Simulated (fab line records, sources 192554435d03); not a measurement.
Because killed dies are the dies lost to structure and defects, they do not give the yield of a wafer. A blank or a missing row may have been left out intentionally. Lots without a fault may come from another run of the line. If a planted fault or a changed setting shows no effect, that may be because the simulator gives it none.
Chamber matching :: flow n5_finfet :: N5_BEOL_M10_ETCH_62 on rie_diel-05: 4 sister chambers
The step etches SOC in N2/H2, target depth 110 nm, overetch 22 nm, time 165 s. 4 wafers are shown with their chamber, then 7 later ones without.

== WAFERS PAIRED WITH THEIR CHAMBERS ==
wafer: L179.1
chamber: 0
showerhead_plenum_p_Torr (Torr): 2.68

wafer: L179.4
chamber: 3
showerhead_plenum_p_Torr (Torr): 2.45

wafer: L182.1
chamber: 1
showerhead_plenum_p_Torr (Torr): 2.62

wafer: L182.2
chamber: 2
showerhead_plenum_p_Torr (Torr): 2.55

== WAFERS WITH NO CHAMBER GIVEN ==
wafer: L182.6
showerhead_plenum_p_Torr (Torr): 2.44

wafer: L183.1
showerhead_plenum_p_Torr (Torr): 2.67

wafer: L183.2
showerhead_plenum_p_Torr (Torr): 2.62

wafer: L183.3
showerhead_plenum_p_Torr (Torr): 2.44

wafer: L188.2
showerhead_plenum_p_Torr (Torr): 2.67

wafer: L188.3
showerhead_plenum_p_Torr (Torr): 2.44

wafer: L188.6
showerhead_plenum_p_Torr (Torr): 2.55

== CHAMBER TAKEN BY EACH ==
wafer: L182.6
from the rows above: 3
in truth: 3

wafer: L183.1
from the rows above: 0
in truth: 0

wafer: L183.2
from the rows above: 1
in truth: 1

wafer: L183.3
from the rows above: 3
in truth: 3

wafer: L188.2
from the rows above: 0
in truth: 0

wafer: L188.3
from the rows above: 3
in truth: 3

wafer: L188.6
from the rows above: 2
in truth: 2
Correctly placed: 7 of 7. Left unplaced by these rows: 0. Number placed wrongly: 0.
How it was worked out, from the rows above alone: a wafer's distance from a chamber is the root of the sum, over the readings, of the square of ((its reading less the chamber's mean) divided by the reading's scatter). If the next closest chamber is less than 2 further off than the closest, the wafer can't be placed; otherwise it belongs to the closest. For every chamber, the mean is computed from those of its wafers that are shown. The scatter: with one shown wafer a chamber, the root of the mean of the squares of how far each hidden wafer lies from its nearest shown one.
